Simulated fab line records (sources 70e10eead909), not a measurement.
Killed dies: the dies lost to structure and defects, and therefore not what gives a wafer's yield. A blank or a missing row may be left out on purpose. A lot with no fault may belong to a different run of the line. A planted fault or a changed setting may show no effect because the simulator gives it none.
Matching of chambers | flow nandHarc | 4 sister chambers for NHARC_A_WL_FILL_ALD_10 on aldHk-01
The step deposits SiO2, target thk 50 nm, pulse time 10 s, ald cycles 500. 16 wafers are shown with their chamber, then 8 later ones without.

== WAFERS WITH THEIR CHAMBER ==
wafer  | chamber | heaterPowerW (W) | precursorPulseHeightRel
L076.1 | 2       | 459              | 1.016
L076.3 | 3       | 446              | 1.027
L076.5 | 1       | 553              | 1.010
L080.2 | 2       | 498              | 0.998
L080.4 | 1       | 577              | 0.994
L080.5 | 2       | 501              | 1.011
L081.1 | 2       | 495              | 0.995
L081.3 | 3       | 443              | 1.004
L081.4 | 0       | 532              | 0.987
L082.1 | 0       | 531              | 0.997
L082.2 | 3       | 444              | 0.990
L082.5 | 0       | 548              | 1.016
L084.1 | 1       | 572              | 1.003
L084.3 | 0       | 547              | 1.000
L084.4 | 3       | 442              | 1.032
L085.4 | 2       | 492              | 1.023

SIGNATURES (averages over the wafers above)
reading                 | chamber 0 | chamber 1 | chamber 2 | chamber 3 | scatter within a chamber
heaterPowerW            | 539.50    | 567.33    | 489.00    | 443.75    | 12.1
precursorPulseHeightRel | 1.00000   | 1.00233   | 1.00860   | 1.01325   | 0.0138
Rule: for a wafer and a chamber, the distance is found by dividing, reading by reading, the gap between the wafer's reading and the chamber's mean by the reading's scatter, squaring, summing and taking the root. The wafer belongs to the nearest chamber; if the next one is less than 2 further off, it can't be placed. How the scatter is found: for the shown wafers, subtract from each reading the mean of its chamber, square and add these, divide the total by (wafers less chambers), then take the root.

== WAFERS MISSING THEIR CHAMBER ==
wafer  | heaterPowerW (W) | precursorPulseHeightRel
L085.5 | 451              | 0.986
L085.6 | 505              | 0.982
L087.3 | 441              | 0.988
L087.1 | 571              | 0.973
L087.6 | 431              | 1.006
L092.4 | 509              | 1.011
L092.2 | 586              | 0.999
L092.6 | 509              | 1.003

== CHAMBER TAKEN BY EACH ==
wafer  | from the rows above     | in truth
L085.5 | can't be placed: 3 or 2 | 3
L085.6 | can't be placed: 2 or 0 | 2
L087.3 | 3                       | 3
L087.1 | can't be placed: 1 or 0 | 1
L087.6 | 3                       | 3
L092.4 | can't be placed: 2 or 0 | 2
L092.2 | 1                       | 1
L092.6 | can't be placed: 2 or 0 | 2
Correct placement for 3 of the 8. Can't be placed from these rows: 5 (the true chamber is among the candidates in 5). 0 placed wrongly.
